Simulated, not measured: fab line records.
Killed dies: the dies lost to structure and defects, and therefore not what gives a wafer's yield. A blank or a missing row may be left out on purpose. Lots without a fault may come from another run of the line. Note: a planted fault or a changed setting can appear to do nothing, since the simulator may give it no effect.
fab line records	flow nand-harc
record: lots: 12	wafers: 34	last-day: 23
route steps=1159 shown A_CONTACT@902 END@1159
lots with no fault: from the same line, run without faults
start-h: start of the lot's first displayed wafer, in hours after the record's first day	wait-h: hours from the lot's prior step to this one	" the same as in the row above	L1.1+2: several wafers, shown together as one row	- either no value or no given start	* or withheld: withheld	< > ~ a bound
route shown NAME@n: a module of which the file shows steps, and the number in the route of the first	usual: mean/standard deviation of fault-free wafers	same: alike in all rows	chamber/n: place in a boat	sites: the reading at each site	_std_site: standard deviation of those values	_edge_site: the outer-site mean with the inner-site mean subtracted	radius-mm: for every site, how far away it sits from the centre of the wafer	mask NAME#n: copy n	behind: tool/chamber where the wafer was last shaped	hold: cause of the lot's hold/its duration in hours/its outcome	device: transistor that didn't switch, given as n, p or np	end of line: tests of these same wafers at the route's end	a step with no rows: only its recipe	killed: not the wafer's yield, but the dies lost to structure and defects at the first sort	map: a wafer's dies, marking killed ones x, the rest . and places with no die _
set.NAME: the setting the step ran with; set.NAME@STEP: the setting that earlier step ran with	model.NAME: the simulator's own value behind a step, which no gauge read
one table for each step of the route and one row for each wafer, over a sample of lots
services: a tool's chamber out of use, with start hour (start-h, from the record's first day; less than 0 if before it), hours out, and reason
== steps ==
step: NHARC_A_CONTACT_ETCH_77
recipe: target-depth-a: 726	time-s: 36.3	cf4-flow-sccm: 100	chf3-flow-sccm: 30	ar-flow-sccm: 0	rf-w: 500	bias-w: 200	chemistry: CF4/CHF3
usual: chf3-flow-sccm: 29.99/0.093	drypump-motor-current-A: 5.8/0.48	oes-product-au: 0.933/0.021	rf-vpp-V: 368.9/2.1	run-length-s: 57.3/0.56	showerhead-plenum-p-Torr: 1.52/0.059	throttle-valve-pct: 16.803/0.0099
lot.wafer	tool	chamber	start-h	wait-h	chf3-flow-sccm	drypump-motor-current-A	oes-product-au	rf-hours-counter-h	rf-vpp-V	run-length-s	showerhead-plenum-p-Torr	throttle-valve-pct
L225.4	rie-diel-02	0	-	-	29.87	6.4	0.977	16	367.1	58.0	1.47	16.810
L225.3	"	2	"	"	30.19	5.4	0.959	15	372.2	58.2	1.64	16.798
L225.1	"	3	"	"	29.85	5.9	0.996	15	372.1	58.4	1.60	16.820
L226.3	rie-diel-05	1	-	-	30.14	5.2	0.971	7	367.0	56.4	1.48	16.793
L226.4	"	3	"	"	30.06	5.7	0.944	7	371.7	57.3	1.63	16.813
L226.5	"	2	"	"	29.85	6.6	0.953	-	368.8	57.7	1.50	16.815
L228.1	rie-diel-05	3	-	-	29.89	5.6	0.956	9	372.1	56.8	1.63	16.803
L228.2	"	0	"	"	30.05	5.8	0.967	9	368.5	57.5	1.47	16.796
L228.4	"	1	"	"	30.04	5.2	0.954	9	369.2	56.4	1.48	16.807
L231.4	rie-diel-05	0	-	-	29.87	5.9	0.917	14	367.9	57.9	1.47	16.797
L231.1	"	1	"	"	30.01	5.2	0.908	13	367.5	56.6	1.48	16.793
L231.5	"	2	"	"	30.00	6.6	0.915	-	368.8	57.9	1.50	16.803
L233.1	rie-diel-13	1	-	-	30.08	5.6	0.944	50	369.8	57.0	1.57	16.795
L233.4	"	3	"	"	29.90	5.7	0.933	52	370.2	57.0	1.58	16.803
L233.2	"	0	"	"	29.90	5.1	0.930	50	366.9	58.3	1.49	16.812
L234.1	rie-diel-13	2	-	-	29.97	5.7	0.945	53	367.6	57.5	1.50	16.794
L234.2	"	3	"	"	29.99	5.7	0.966	52	371.5	57.4	1.58	16.796
L234.5	"	1	"	"	29.83	5.6	0.946	-	369.4	57.1	1.57	16.799
L235.4	rie-diel-05	1	-	-	29.92	5.2	0.951	18	367.5	56.4	1.48	16.812
L235.3	"	3	"	"	30.14	5.7	0.958	20	372.1	56.6	1.63	16.799
L235.5	"	0	"	"	29.96	5.8	0.955	-	365.8	57.9	1.47	16.816
L239.2	rie-diel-05	3	-	-	30.11	5.7	0.948	23	371.3	56.6	1.63	16.781
L239.3	"	0	"	"	29.94	5.9	0.962	22	365.3	57.5	1.47	16.806
L239.4	"	1	"	"	29.97	5.2	0.977	20	366.8	56.4	1.48	16.795
L237.1	rie-diel-05	1	-	-	29.91	5.2	0.959	22	368.6	56.7	1.48	16.806
L237.3	"	2	"	"	29.99	6.7	0.962	22	368.9	58.3	1.49	16.798
L237.5	"	2	"	"	29.91	6.7	0.963	-	367.2	58.1	1.49	16.806
L236.3	rie-diel-05	2	-	-	29.94	6.6	0.920	23	366.5	58.2	1.49	16.797
L236.4	"	1	"	"	29.84	5.2	0.924	24	367.7	56.9	1.48	16.797
L236.5	"	3	"	"	30.06	5.7	0.914	-	371.9	56.8	1.63	16.817
L243.3	rie-diel-05	3	-	-	30.19	5.7	0.911	28	372.0	56.7	1.63	16.818
L243.6	"	2	"	"	29.99	6.7	0.926	-	367.6	57.7	1.49	16.805
L242.3	rie-diel-05	2	-	-	30.05	6.6	0.918	26	368.9	58.2	1.49	16.803
L242.6	"	0	"	"	30.01	5.9	0.917	-	367.3	57.5	1.47	16.802
step: NHARC_A_CONTACT_ETCH_131
recipe: source-w: withheld	pressure-mtorr: 20	bias-v: 1200	time-s: 155	target-depth-a: 9560	ar-flow-sccm: withheld	c4f8-flow-sccm: withheld	o2-flow-sccm: withheld	chemistry: C4F8/O2/Ar
usual: run-length-s: 155/0
lot.wafer	tool	chamber	start-h	wait-h	rf-hours-counter-h	run-length-s
L225.1	har-cap-etch-01	1	381.90	0.1	61	155
L225.3	"	1	"	"	-	155
L225.4	"	0	"	"	-	155
L226.3	har-cap-etch-01	0	383.56	0.1	-	155
L226.4	"	1	"	"	-	155
L226.5	"	1	"	"	-	155
L228.2	har-cap-etch-01	1	386.39	0.1	64	155
L228.1	"	0	"	"	64	155
L228.4	"	1	"	"	-	155
L231.1	har-cap-etch-03	0	412.49	0.1	85	155
L231.4	"	0	"	"	-	155
L231.5	"	1	"	"	-	155
L233.1	har-cap-etch-02	1	427.36	0.1	18	155
L233.2	"	0	"	"	18	155
L233.4	"	1	"	"	-	155
L234.2	har-cap-etch-03	0	428.09	0.1	88	155
L234.1	"	1	"	"	88	155
L234.5	"	1	"	"	-	155
L235.3	har-cap-etch-02	0	437.90	0.1	-	155
L235.4	"	1	"	"	-	155
L235.5	"	0	"	"	-	155
L239.2	har-cap-etch-03	1	448.40	0.2	91	155
L239.4	"	1	"	"	-	155
L239.3	"	0	"	"	-	155
L237.1	har-cap-etch-03	1	457.12	0.2	94	155
L237.3	"	1	"	"	-	155
L237.5	"	0	"	"	-	155
L236.3	har-cap-etch-02	0	460.03	0.1	-	155
L236.4	"	1	"	"	-	155
L236.5	"	0	"	"	-	155
L243.3	har-cap-etch-03	1	473.50	0.1	-	155
L243.6	"	0	"	"	-	155
L242.3	har-cap-etch-02	0	477.09	0.1	-	155
L242.6	"	0	"	"	-	155
step: NHARC_A_CONTACT_ETCH_91
recipe: target-depth-a: 400	over-etch-frac: 0.5	time-s: 85.7	ion-energy-ev: 120	ch3f-flow-sccm: 50	o2-flow-sccm: 30	ar-flow-sccm: 200	rf-w: 500	bias-w: 100	chemistry: CH3F/O2
usual: drypump-motor-current-A: 5.8/0.47	oes-product-au: 0.93/0.03	rf-vpp-V: 243.4/1.8	run-length-s: 106.8/0.61	showerhead-plenum-p-Torr: 2.39/0.11	throttle-valve-pct: 20.663/0.0087
lot.wafer	tool	chamber	start-h	wait-h	drypump-motor-current-A	oes-product-au	rf-hours-counter-h	rf-vpp-V	run-length-s	showerhead-plenum-p-Torr	throttle-valve-pct
L225.3	rie-diel-05	0	382.76	0.4	5.9	0.93	8	242.5	106.6	2.30	20.658
L225.1	"	2	"	"	6.7	0.92	8	241.9	107.4	2.34	20.665
L225.4	"	3	"	"	5.7	0.92	8	246.3	106.1	2.56	20.662
L226.3	rie-diel-13	1	384.35	0.4	5.6	0.93	37	243.9	106.4	2.46	20.668
L226.4	"	2	"	"	5.7	0.91	36	243.0	106.8	2.35	20.656
L226.5	"	2	"	"	5.7	0.91	-	242.5	107.0	2.35	20.664
L228.4	rie-diel-02	0	387.25	0.4	6.4	0.93	19	242.6	107.6	2.29	20.667
L228.2	"	1	"	"	6.0	0.92	20	245.6	106.5	2.44	20.662
L228.1	"	3	"	"	5.9	0.94	18	244.7	107.5	2.50	20.665
L231.4	rie-diel-02	3	413.32	0.4	5.9	1.03	25	244.3	108.1	2.50	20.660
L231.1	"	1	"	"	6.0	1.01	27	241.6	106.7	2.44	20.663
L231.5	"	0	"	"	6.4	1.00	-	242.4	107.7	2.29	20.661
L233.1	rie-diel-05	3	428.20	0.5	5.7	0.92	18	246.0	106.7	2.55	20.667
L233.4	"	1	"	"	5.2	0.92	16	243.1	105.9	2.31	20.651
L233.2	"	2	"	"	6.6	0.92	16	242.9	107.1	2.33	20.657
L234.2	rie-diel-13	2	428.94	0.5	5.6	0.92	54	242.6	106.8	2.34	20.652
L234.1	"	0	"	"	5.1	0.92	53	242.9	107.0	2.33	20.685
L234.5	"	2	"	"	5.7	0.92	-	243.5	106.6	2.35	20.661
L235.4	rie-diel-05	1	438.70	0.4	5.2	0.92	19	241.0	105.9	2.31	20.680
L235.3	"	0	"	"	5.8	0.93	21	240.8	106.7	2.30	20.654
L235.5	"	1	"	"	5.2	0.92	-	240.8	106.3	2.31	20.670
L239.2	rie-diel-05	0	449.43	0.6	5.9	0.93	23	243.1	107.3	2.29	20.667
L239.4	"	2	"	"	6.6	0.91	21	240.9	107.2	2.33	20.652
L239.3	"	3	"	"	5.7	0.92	23	246.6	105.9	2.55	20.673
L237.3	rie-diel-05	2	458.25	0.5	6.7	0.93	23	243.8	107.4	2.33	20.653
L237.1	"	3	"	"	5.7	0.91	26	245.9	106.0	2.55	20.648
L237.5	"	1	"	"	5.2	0.92	-	242.3	106.1	2.31	20.662
L236.3	rie-diel-05	2	460.85	0.4	6.6	0.92	24	244.1	74.4	2.33	20.660
L236.4	"	0	"	"	5.9	0.93	26	243.2	106.8	2.29	20.659
L236.5	"	2	"	"	6.7	0.92	-	242.0	107.2	2.33	20.654
L243.3	rie-diel-05	0	474.31	0.4	5.9	0.93	29	242.2	74.2	2.29	20.665
L243.6	"	0	"	"	5.9	0.92	-	240.4	74.3	2.29	20.673
L242.3	rie-diel-05	0	477.91	0.4	5.8	0.94	30	243.8	74.1	2.29	20.669
L242.6	"	3	"	"	5.7	0.92	-	245.5	73.6	2.55	20.666
step: NHARC_A_CONTACT_ETCH_97
recipe: target-depth-a: 200	over-etch-frac: 0.5	time-s: 10	ion-energy-ev: 250	c4f6-flow-sccm: 25	o2-flow-sccm: 20	ar-flow-sccm: 500	rf-w: 600	bias-w: 500	chemistry: C4F6/O2
usual: drypump-motor-current-A: 5.8/0.48	oes-product-au: 0.956/0.024	rf-vpp-V: 545/3.4	run-length-s: 30.9/0.46	showerhead-plenum-p-Torr: 3.83/0.16	throttle-valve-pct: 26.903/0.0088
lot.wafer	tool	chamber	start-h	wait-h	drypump-motor-current-A	oes-product-au	rf-hours-counter-h	rf-vpp-V	run-length-s	showerhead-plenum-p-Torr	throttle-valve-pct
L225.3	rie-diel-05	0	-	-	5.8	0.989	8	542	30.8	3.69	26.918
L225.4	"	1	"	"	5.2	0.966	8	543	30.3	3.70	26.893
L225.1	"	3	"	"	5.7	0.963	8	549	30.4	4.07	26.901
L226.3	rie-diel-13	3	-	-	5.7	0.942	36	547	31.2	3.96	26.903
L226.4	"	1	"	"	5.6	0.960	37	547	30.6	3.92	26.900
L226.5	"	2	"	"	5.7	0.948	-	543	30.7	3.76	26.913
L228.2	rie-diel-02	0	-	-	6.4	0.964	19	542	31.2	3.67	26.910
L228.1	"	1	"	"	5.9	0.950	20	546	30.6	3.90	26.918
L228.4	"	2	"	"	5.4	0.955	18	549	31.4	4.07	26.910
L231.4	rie-diel-02	3	-	-	5.9	1.017	25	548	31.6	3.98	26.898
L231.1	"	1	"	"	5.9	0.992	27	547	30.5	3.90	26.900
L231.5	"	3	"	"	5.9	1.022	-	548	31.2	3.98	26.904
L233.2	rie-diel-05	1	-	-	5.2	0.949	16	543	30.5	3.70	26.904
L233.1	"	3	"	"	5.7	0.956	18	550	30.2	4.06	26.919
L233.4	"	0	"	"	5.9	0.957	18	541	30.8	3.68	26.897
L234.1	rie-diel-13	2	-	-	5.7	0.953	54	544	30.7	3.75	26.898
L234.2	"	0	"	"	5.1	0.962	53	543	31.1	3.73	26.913
L234.5	"	1	"	"	5.6	0.970	-	547	30.7	3.91	26.904
L235.3	rie-diel-05	1	-	-	5.2	0.949	19	542	30.4	3.70	26.915
L235.4	"	2	"	"	6.6	0.951	19	542	31.9	3.73	26.888
L235.5	"	2	"	"	6.7	0.933	-	542	31.1	3.73	26.903
L239.2	rie-diel-05	3	-	-	5.7	0.937	23	551	30.6	4.06	26.896
L239.3	"	0	"	"	5.9	0.947	23	542	30.7	3.68	26.906
L239.4	"	1	"	"	5.2	0.955	21	542	30.6	3.70	26.892
L237.1	rie-diel-05	3	-	-	5.7	0.947	26	551	30.2	4.06	26.906
L237.3	"	0	"	"	5.8	0.975	26	541	30.7	3.68	26.912
L237.5	"	3	"	"	5.7	0.954	-	549	30.5	4.06	26.910
L236.3	rie-diel-05	2	460.97	0.1	6.7	0.949	24	544	31.5	3.73	26.909
L236.4	"	3	"	"	5.7	0.933	26	551	30.3	4.06	26.913
L236.5	"	3	"	"	5.7	0.931	-	550	30.5	4.06	26.920
L243.3	rie-diel-05	3	474.43	0.1	5.7	0.927	29	550	30.2	4.06	26.890
L243.6	"	3	"	"	5.7	0.920	-	550	30.4	4.06	26.904
L242.3	rie-diel-05	3	478.04	0.1	5.7	0.943	30	549	30.5	4.06	26.899
L242.6	"	2	"	"	6.7	0.937	-	542	31.5	3.73	26.888
step: NHARC_END_SORT_01
recipe: temp-c: 25
usual: killed-at-array: 27/11	killed-at-other: 0.6/0.89	killed-at-periphery: 3.0/2.4	killed-dies: 31/12	killed-open: 3.2/1.6	killed-short: 2.0/1.5
same: gross-dies: 677
lot.wafer	tool	chamber	start-h	wait-h	killed-at-array	killed-at-other	killed-at-periphery	killed-dies	killed-open	killed-short
L235.3	prober-01	0	500.48	3.1	30	1	3	34	5	2
L235.4	prober-01	0	501.29	3.4	31	0	3	34	2	2
L235.5	prober-01	0	502.10	3.7	25	0	5	30	3	6
L239.2	prober-01	0	517.62	2.8	29	2	1	32	5	3
L239.3	prober-01	0	518.42	3.1	35	0	3	38	3	3
L239.4	prober-01	0	519.22	3.4	30	1	6	37	5	4
L236.3	prober-02	0	526.35	3.1	15	0	1	16	3	1
L236.4	prober-02	0	527.14	3.4	11	0	1	12	5	0
L236.5	prober-02	0	527.94	3.7	15	0	2	17	3	3
L243.3	prober-01	0	536.09	3.1	27	1	7	35	1	2
L243.6	prober-01	0	538.51	4.0	41	1	10	52	2	5
L242.6	prober-02	0	551.75	4.1	13	1	0	14	3	1
killed by level:class
L235.3 A_CHANNEL_HOLE_D1:chamber-film-flake=13 A_SGD_CUT:chamber-film-flake=7 A_STAIRCASE:chamber-film-flake=3 P_M0:geometric-particle:short=1 P_M2:geometric-particle:open=1 A_SOURCE_PLATE:geometric-particle:short=1 A_ONON_D1:geometric-particle:open=1 A_CHANNEL_FILL_D1:geometric-particle:open=1
L235.4 A_CHANNEL_HOLE_D1:chamber-film-flake=15 A_STAIRCASE:chamber-film-flake=5 A_SGD_CUT:chamber-film-flake=5 A_CONTACT:chamber-film-flake=4 P_CONTACT:geometric-particle:open=1 P_M0:geometric-particle:open=1 A_CONTACT:geometric-particle:short=1 A_BLC:geometric-particle:short=1
L235.5 A_CHANNEL_HOLE_D1:chamber-film-flake=12 A_ONON_D1:geometric-particle:short=2 A_WL_FILL:geometric-particle:short=2 A_STAIRCASE:chamber-film-flake=2 A_SGD_CUT:chamber-film-flake=2 A_CONTACT:chamber-film-flake=2 P_STI:geometric-particle:short=1 P_M0:geometric-particle:short=1
L239.2 A_SLIT:chamber-film-flake=10 A_CONTACT:chamber-film-flake=5 A_CHANNEL_HOLE_D1:chamber-film-flake=4 A_M0:geometric-particle:open=3 STARTING-WAFER:geometric-particle:short=2 A_STAIRCASE:chamber-film-flake=2 A_M0:chamber-film-flake=2 P_STI:geometric-particle:short=1
L239.3 A_CONTACT:chamber-film-flake=8 A_SLIT:chamber-film-flake=6 A_STAIRCASE:chamber-film-flake=4 A_ZERO_WELL:chamber-film-flake=3 A_SGD_CUT:chamber-film-flake=3 A_WL_FILL:chamber-film-flake=3 A_ONON_D1:geometric-particle:open=2 P_GATE:chamber-film-flake=2
L239.4 A_SLIT:chamber-film-flake=8 A_CHANNEL_HOLE_D1:chamber-film-flake=6 A_SGD_CUT:chamber-film-flake=4 A_WL_FILL:chamber-film-flake=3 P_CONTACT:geometric-particle:open=2 A_CONTACT:chamber-film-flake=2 P_M0:geometric-particle:short=1 A_ONON_D1:geometric-particle:open=1
L236.3 A_CHANNEL_HOLE_D1:chamber-film-flake=7 A_STAIRCASE:chamber-film-flake=3 A_CONTACT:chamber-film-flake=2 P_STI:geometric-particle:short=1 A_CHANNEL_FILL_D1:geometric-particle:open=1 A_CONTACT:geometric-particle:open=1 A_M1:geometric-particle:open=1
L236.4 A_CHANNEL_HOLE_D1:chamber-film-flake=6 A_CONTACT:geometric-particle:open=3 P_GATE:geometric-particle:open=1 A_M1:geometric-particle:open=1 A_STAIRCASE:chamber-film-flake=1
L236.5 A_CHANNEL_HOLE_D1:chamber-film-flake=4 A_CONTACT:chamber-film-flake=3 A_ONON_D1:geometric-particle:open=2 A_STAIRCASE:chamber-film-flake=2 A_SLIT:chamber-film-flake=2 P_CONTACT:geometric-particle:short=1 P_M1:geometric-particle:short=1 A_CHANNEL_FILL_D1:geometric-particle:short=1
L243.3 A_SLIT:chamber-film-flake=12 A_CHANNEL_HOLE_D1:chamber-film-flake=5 A_STAIRCASE:chamber-film-flake=4 A_CONTACT:chamber-film-flake=3 A_SGD_CUT:geometric-particle:short=2 P_GATE:chamber-film-flake=2 P_M2:chamber-film-flake=2 P_M0:geometric-particle:open=1
L243.6 A_SLIT:chamber-film-flake=16 A_CHANNEL_HOLE_D1:chamber-film-flake=9 A_CONTACT:chamber-film-flake=5 P_M2:chamber-film-flake=4 A_ONON_D1:geometric-particle:short=3 A_CHANNEL_FILL_D1:chamber-film-flake=3 A_STAIRCASE:chamber-film-flake=3 P_STI:chamber-film-flake=2
L242.6 A_CHANNEL_HOLE_D1:chamber-film-flake=4 A_STAIRCASE:chamber-film-flake=3 A_WL_FILL:geometric-particle:open=2 A_CONTACT:chamber-film-flake=2 A_WL_FILL:geometric-particle:short=1 STARTING-WAFER:geometric-particle:open=1 A_SGD_CUT:chamber-film-flake=1
== services ==
tool	chamber	start-h	hours	kind
rie-diel-05	2	358.94	1.9	repair
rie-diel-05	0	374.22	-	clean
rie-diel-05	1	374.22	-	clean
rie-diel-05	2	374.22	-	clean
rie-diel-05	3	374.22	-	clean
rie-diel-02	-	392.47	0.8	repair
har-cap-etch-03	-	394.48	0.3	repair
har-cap-etch-01	-	396.31	0.3	repair
rie-diel-05	0	398.72	-	clean
rie-diel-05	1	398.72	-	clean
rie-diel-05	2	398.72	-	clean
rie-diel-05	3	398.72	-	clean
har-cap-etch-02	-	401.84	1.0	repair
rie-diel-13	1	404.80	1.4	repair
rie-diel-05	0	423.22	-	clean
rie-diel-05	1	423.22	-	clean
rie-diel-05	2	423.22	-	clean
rie-diel-05	3	423.22	-	clean
rie-diel-05	0	447.72	-	clean
rie-diel-05	1	447.72	-	clean
rie-diel-05	2	447.72	-	clean
rie-diel-05	3	447.72	-	clean
rie-diel-13	-	453.05	9.0	pm
rie-diel-05	0	472.34	-	clean
== key ==
first-sign: step: NHARC_A_CONTACT_ETCH_91	reading: run-length-s	direction: down	sigmas: 54	usual: *	struck: *
effect none on later readings
met-at NHARC_A_CONTACT_ETCH_91
struck-lots L236,L242,L243
struck-wafers L236.3,L242.3,L242.6,L243.3,L243.6
tester-left-out L236,L242,L243
not-acting-at NHARC_A_CONTACT_ETCH_77,NHARC_A_CONTACT_ETCH_131,NHARC_A_CONTACT_ETCH_97
onset-between 458.25 460.85
fault: kind: process-parameter-drift	tool: rie-diel-05	chamber: -	onset-h: 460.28	steps: NHARC_A_CONTACT_ETCH_91	channel: time-s	offset: *	shape: step	end-h: 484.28	scope: struck-wafers-only	acts-in: *	stated: *
tester-left-out: of these lots the tester's yield and bins aren't shown, on N5 and GAA mostly nor the transistor test; their killed dies are dies lost to structure and defects alone, not to doping, threshold or leakage, so they don't give the yield
